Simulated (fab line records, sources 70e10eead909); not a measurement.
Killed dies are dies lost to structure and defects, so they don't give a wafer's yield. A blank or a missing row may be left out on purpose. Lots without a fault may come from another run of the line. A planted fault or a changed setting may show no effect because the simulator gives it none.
fab line records | flow nand_harc
record lots=5 wafers=14 last_day=24
route steps=1159 shown A_STAIRCASE@606
lots that met no fault: from a run of the same line without faults
start_h: hours from the record's first day to the start of the lot's first wafer shown | wait_h: hours since the lot's step before | " the same as in the row above | L1.1+2: a row that stands for several wafers | - no value, or no start given | * or withheld: withheld | < > ~ a bound
route shown NAME@n: a module of which the file shows steps, and the number in the route of the first | usual: mean/standard deviation of fault-free wafers | same: alike in all rows | chamber/n: place in a boat | sites: the reading at each site | _std_site: their standard deviation | _edge_site: outer sites' mean less inner sites' | radius_mm: how far each site lies from the wafer's centre | mask NAME#n: copy n | behind: the tool/chamber that last shaped the wafer | hold: why the lot was held/for how many hours/how that ended | device: the transistor (n, p or np) that didn't switch | end of line: the same wafers' tests at the end of the route | a step without rows: its recipe alone | killed: dies lost to structure and defects at the first sort, not the wafer's yield | map: a wafer's dies, x killed, . not, _ none there
set.NAME: the setting as run; set.NAME@STEP: as run at that earlier step | model.NAME: the simulator's own value behind a step, which no gauge read
lots at some steps of the route; a table a step, a row a wafer
services: from which hour (start_h, from the record's first day; less than 0 if before it) a tool's chamber was out of use, for how many hours, and why
## steps
# step NHARC_A_STAIRCASE_SOFTBAKE_212
# recipe temp_c=135 time_s=170
# step NHARC_A_STAIRCASE_EBR_213
# step NHARC_A_STAIRCASE_EXPOSE_214
# recipe na=0.5 dose_mj=31.26 mask_id=STAIR_3
# step NHARC_A_STAIRCASE_PEB_215
# recipe peb_temp_c=115 peb_time_s=130
# step NHARC_A_STAIRCASE_DEVELOP_216
# recipe time_s=140
# step NHARC_A_STAIRCASE_HARDBAKE_218
# recipe temp_c=120 time_s=140
# step NHARC_A_STAIRCASE_DESCUM_219
# recipe time_s=3 o2_flow_sccm=200 ar_flow_sccm=0 bias_power_w=0 chemistry=O2
# usual drypump_motor_current_A=5.5/0.42 oes_product_au=1.003/0.013 rf_vpp_V=57.8/0.87 showerhead_plenum_p_Torr=1.90/0.058 throttle_valve_pct=11.311/0.0098
# columns lot.wafer tool chamber start_h wait_h drypump_motor_current_A oes_product_au rf_hours_counter_h rf_vpp_V showerhead_plenum_p_Torr throttle_valve_pct
L707.2 rie_diel-02 1 223.75 - 6.0 0.997 22 57.2 1.79 11.318
L707.4 " 3 " " 5.2 0.998 25 57.8 1.89 11.310
L707.6 " 0 " " 5.8 1.006 - 57.3 1.84 11.306
L709.4 rie_diel-03 3 264.73 - 6.1 0.998 17 57.7 1.90 11.304
L709.1 " 2 " " 5.2 1.016 17 58.6 1.98 11.289
L709.5 " 0 " " 5.1 0.994 - 57.5 1.90 11.336
L721.3 rie_diel-03 3 329.83 - 6.1 1.025 42 58.3 1.89 11.321
L721.5 " 2 " " 5.2 1.000 - 58.4 1.97 11.307
L726.4 rie_diel-02 1 355.08 - 6.0 0.990 6 55.6 1.78 11.306
L726.6 " 0 " " 5.8 1.007 - 57.5 1.83 11.294
L726.5 " 1 " " 6.0 0.990 - 57.3 1.78 11.309
L728.1 rie_diel-02 3 379.55 - 5.2 1.030 13 58.4 1.87 11.310
L728.2 " 2 " " 5.3 0.994 14 58.4 1.84 11.316
L728.5 " 3 " " 5.2 1.017 - 57.0 1.87 11.310
# step NHARC_A_STAIRCASE_TRIM_220
# recipe time_s=211.2 o2_flow_sccm=500 ar_flow_sccm=0 bias_w=0 chemistry=O2
# step NHARC_A_STAIRCASE_ETCH_221
# recipe target_depth_a=1000 time_s=40.5 ion_energy_ev=400 c4f8_flow_sccm=20 o2_flow_sccm=10 ar_flow_sccm=withheld rf_w=600 bias_w=1000 chemistry=C4F8/O2
# usual oes_product_au=0.938/0.013 rf_vpp_V=895/3.7
# columns lot.wafer tool chamber start_h wait_h oes_product_au rf_hours_counter_h rf_vpp_V
L707.2 rie_diel-02 2 - - 0.943 27 893
L707.4 " 3 " " 0.955 25 893
L707.6 " 3 " " 0.951 - 896
L709.1 rie_diel-03 1 - - 0.954 15 900
L709.4 " 0 " " 0.952 15 894
L709.5 " 2 " " 0.960 - 901
L721.3 rie_diel-03 1 - - 0.927 39 898
L721.5 " 0 " " 0.940 - 896
L726.4 rie_diel-02 1 - - 0.949 6 887
L726.6 " 3 " " 0.976 - 894
L726.5 " 0 " " 0.959 - 891
L728.2 rie_diel-02 3 - - 0.961 13 894
L728.1 " 1 " " 0.937 13 888
L728.5 " 3 " " 0.955 - 894
# step NHARC_A_STAIRCASE_TRIM_222
# recipe time_s=211.2 o2_flow_sccm=500 ar_flow_sccm=0 bias_w=0 chemistry=O2
# usual drypump_motor_current_A=5.5/0.42 oes_product_au=1.002/0.013 rf_vpp_V=57.8/0.87 showerhead_plenum_p_Torr=3.51/0.1 throttle_valve_pct=17.037/0.0093
# columns lot.wafer tool chamber start_h wait_h drypump_motor_current_A oes_product_au rf_hours_counter_h rf_vpp_V showerhead_plenum_p_Torr throttle_valve_pct
L707.2 rie_diel-02 2 - - 5.3 0.998 27 58.6 3.42 17.030
L707.4 " 3 " " 5.2 1.003 25 58.8 3.48 17.023
L707.6 " 1 " " 6.0 0.992 - 56.7 3.32 17.035
L709.1 rie_diel-03 2 - - 5.2 1.008 17 57.6 3.64 17.031
L709.4 " 1 " " 4.9 0.991 15 56.0 3.60 17.031
L709.5 " 3 " " 6.1 1.001 - 58.4 3.50 17.033
L721.3 rie_diel-03 2 - - 5.2 0.997 42 58.0 3.62 17.031
L721.5 " 2 " " 5.2 0.996 - 57.5 3.62 17.044
L726.4 rie_diel-02 3 - - 5.2 1.032 5 58.1 3.46 17.037
L726.6 " 0 " " 5.9 1.018 - 57.5 3.39 17.033
L726.5 " 1 " " 6.0 0.988 - 56.8 3.29 17.042
L728.1 rie_diel-02 2 - - 5.3 0.995 14 57.3 3.40 17.033
L728.2 " 0 " " 5.8 1.017 13 58.4 3.38 17.064
L728.5 " 2 " " 5.3 0.996 - 57.0 3.40 17.035
# step NHARC_A_STAIRCASE_ETCH_223
# recipe target_depth_a=1000 time_s=40.5 ion_energy_ev=400 c4f8_flow_sccm=20 o2_flow_sccm=10 ar_flow_sccm=withheld rf_w=600 bias_w=1000 chemistry=C4F8/O2
# usual oes_product_au=0.942/0.013 rf_vpp_V=895/3.8
# columns lot.wafer tool chamber start_h wait_h oes_product_au rf_hours_counter_h rf_vpp_V
L707.4 rie_diel-02 0 - - 0.951 26 893
L707.2 " 3 " " 0.945 25 894
L707.6 " 1 " " 0.928 - 888
L709.4 rie_diel-03 2 - - 0.962 17 901
L709.1 " 3 " " 0.952 18 896
L709.5 " 2 " " 0.969 - 900
L721.3 rie_diel-03 0 - - 0.960 39 895
L721.5 " 2 " " 0.939 - 899
L726.4 rie_diel-02 2 - - 0.923 6 892
L726.6 " 1 " " 0.925 - 887
L726.5 " 2 " " 0.929 - 891
L728.2 rie_diel-02 2 - - 0.941 14 892
L728.1 " 1 " " 0.931 14 887
L728.5 " 2 " " 0.933 - 891
# step NHARC_A_STAIRCASE_TRIM_224
# recipe time_s=211.2 o2_flow_sccm=500 ar_flow_sccm=0 bias_w=0 chemistry=O2
# usual drypump_motor_current_A=5.5/0.42 oes_product_au=1.001/0.013 rf_vpp_V=57.7/0.91 showerhead_plenum_p_Torr=3.51/0.1 throttle_valve_pct=17.036/0.0085
# columns lot.wafer tool chamber start_h wait_h drypump_motor_current_A oes_product_au rf_hours_counter_h rf_vpp_V showerhead_plenum_p_Torr throttle_valve_pct
L707.2 rie_diel-02 3 224.58 - 5.2 1.009 26 57.1 3.48 17.030
L707.4 " 0 " " 5.8 0.996 26 54.9 3.41 17.034
L707.6 " 1 " " 6.0 0.988 - 57.2 3.32 17.047
L709.4 rie_diel-03 1 265.29 - 4.9 0.990 15 58.4 3.60 17.036
L709.1 " 2 " " 5.2 1.010 17 57.8 3.64 17.029
L709.5 " 1 " " 4.9 0.984 - 58.4 3.60 17.042
L721.3 rie_diel-03 0 330.52 - 5.1 1.001 39 57.3 3.50 17.018
L721.5 " 0 " " 5.1 1.213 - 57.9 3.50 17.036
L726.4 rie_diel-02 0 355.70 - 5.8 1.029 6 57.6 3.39 17.045
L726.5 " 1 " " 6.0 0.988 - 56.6 3.29 17.027
L726.6 " 2 " " 5.4 0.990 - 57.8 3.40 17.035
L728.2 rie_diel-02 3 380.28 - 5.2 1.028 14 56.4 3.46 17.029
L728.1 " 0 " " 5.8 1.015 13 58.5 3.38 17.030
L728.5 " 3 " " 5.2 1.042 - 57.2 3.46 17.042
# step NHARC_A_STAIRCASE_ETCH_225
# recipe target_depth_a=1000 time_s=40.5 ion_energy_ev=400 c4f8_flow_sccm=20 o2_flow_sccm=10 ar_flow_sccm=withheld rf_w=600 bias_w=1000 chemistry=C4F8/O2
# usual oes_product_au=0.943/0.014 rf_vpp_V=895/3.7
# columns lot.wafer tool chamber start_h wait_h oes_product_au rf_hours_counter_h rf_vpp_V
L707.2 rie_diel-02 0 - - 0.949 27 890
L707.4 " 2 " " 0.938 27 893
L707.6 " 3 " " 0.948 - 893
L709.4 rie_diel-03 0 - - 0.959 16 895
L709.1 " 1 " " 0.947 15 899
L709.5 " 0 " " 0.949 - 896
L721.3 rie_diel-03 3 - - 0.969 42 894
L721.5 " 3 " " 0.968 - 894
L726.4 rie_diel-02 2 - - 0.921 6 892
L726.5 " 2 " " 0.920 - 890
L726.6 " 3 " " 0.950 - 893
L728.2 rie_diel-02 0 - - 0.957 13 890
L728.1 " 2 " " 0.929 14 891
L728.5 " 3 " " 0.978 - 892
## services
# columns tool chamber start_h hours kind
rie_diel-02 0 208.86 - clean
rie_diel-02 1 208.86 - clean
rie_diel-02 2 208.86 - clean
rie_diel-02 3 208.86 - clean
rie_diel-03 - 215.38 9.0 pm
rie_diel-02 0 233.36 - clean
rie_diel-02 1 233.36 - clean
rie_diel-02 2 233.36 - clean
rie_diel-02 3 233.36 - clean
rie_diel-02 0 257.86 - clean
rie_diel-02 1 257.86 - clean
rie_diel-02 2 257.86 - clean
rie_diel-02 3 257.86 - clean
rie_diel-02 0 283.12 - clean
rie_diel-02 1 283.12 - clean
rie_diel-02 2 283.12 - clean
rie_diel-02 3 283.12 - clean
rie_diel-02 3 287.61 5.5 repair
rie_diel-02 0 307.62 - clean
rie_diel-02 1 307.62 - clean
rie_diel-02 2 307.62 - clean
rie_diel-02 3 307.62 - clean
rie_diel-02 - 327.86 9.0 pm
rie_diel-03 1 332.84 6.5 repair
## key
first_sign step=NHARC_A_STAIRCASE_TRIM_224 reading=oes_product_au direction=up sigmas=17 usual=1.001 struck=1.213
effect none on later readings
met_at NHARC_A_STAIRCASE_TRIM_224
struck_wafers L721.5
tester_left_out L721
onset_between 265.29 330.52
fault kind=process_parameter_drift tool=rie_diel-03 chamber=- onset_h=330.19 steps=NHARC_A_STAIRCASE_TRIM_224 channel=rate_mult offset=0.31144 shape=step end_h=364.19 scope=struck_wafers_only
# tester_left_out: of these lots the tester's yield and bins aren't shown, on N5 and GAA mostly nor the transistor test; their killed dies are dies lost to structure and defects alone, not to doping, threshold or leakage, so they don't give the yield
